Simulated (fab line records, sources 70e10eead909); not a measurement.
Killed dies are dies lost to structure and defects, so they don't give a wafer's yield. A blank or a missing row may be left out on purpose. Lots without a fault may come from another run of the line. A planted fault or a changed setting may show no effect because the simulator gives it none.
Chamber matching | flow nand_harc | NHARC_A_CHANNEL_FILL_D2_ALD_02 on ald_hk-04: 4 sister chambers
The step deposits SiO2, target thk 6 nm, pulse time 10 s, ald cycles 60. 4 wafers are shown with their chamber, then 9 later ones without.

WAFERS WITH THEIR CHAMBER
wafer  | chamber | heater_power_w (W)
L079.2 | 3       | 463
L080.6 | 0       | 520
L081.5 | 1       | 407
L081.6 | 2       | 430

WAFERS WITHOUT THEIR CHAMBER
wafer  | heater_power_w (W)
L084.1 | 438
L084.3 | 514
L084.5 | 517
L088.1 | 469
L088.4 | 515
L088.5 | 433
L096.1 | 508
L096.2 | 443
L096.3 | 435

WHICH CHAMBER EACH WENT THROUGH
wafer  | from the rows above     | in truth
L084.1 | 2                       | 2
L084.3 | 0                       | 0
L084.5 | 0                       | 0
L088.1 | 3                       | 3
L088.4 | 0                       | 0
L088.5 | 2                       | 2
L096.1 | 0                       | 0
L096.2 | can't be placed: 2 or 3 | 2
L096.3 | 2                       | 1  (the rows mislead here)
Placed correctly: 7 of 9. Can't be placed from these rows: 1 (the true chamber is among the candidates in 1). Placed wrongly: 1.
How it was worked out, from the rows above alone: a wafer's distance from a chamber is the root of the sum, over the readings, of the square of ((its reading less the chamber's mean) divided by the reading's scatter). The wafer belongs to the nearest chamber; if the next one is less than 2 further off, it can't be placed. A chamber's mean is the mean of its shown wafers. The scatter: with one shown wafer a chamber, the root of the mean of the squares of how far each hidden wafer lies from its nearest shown one.
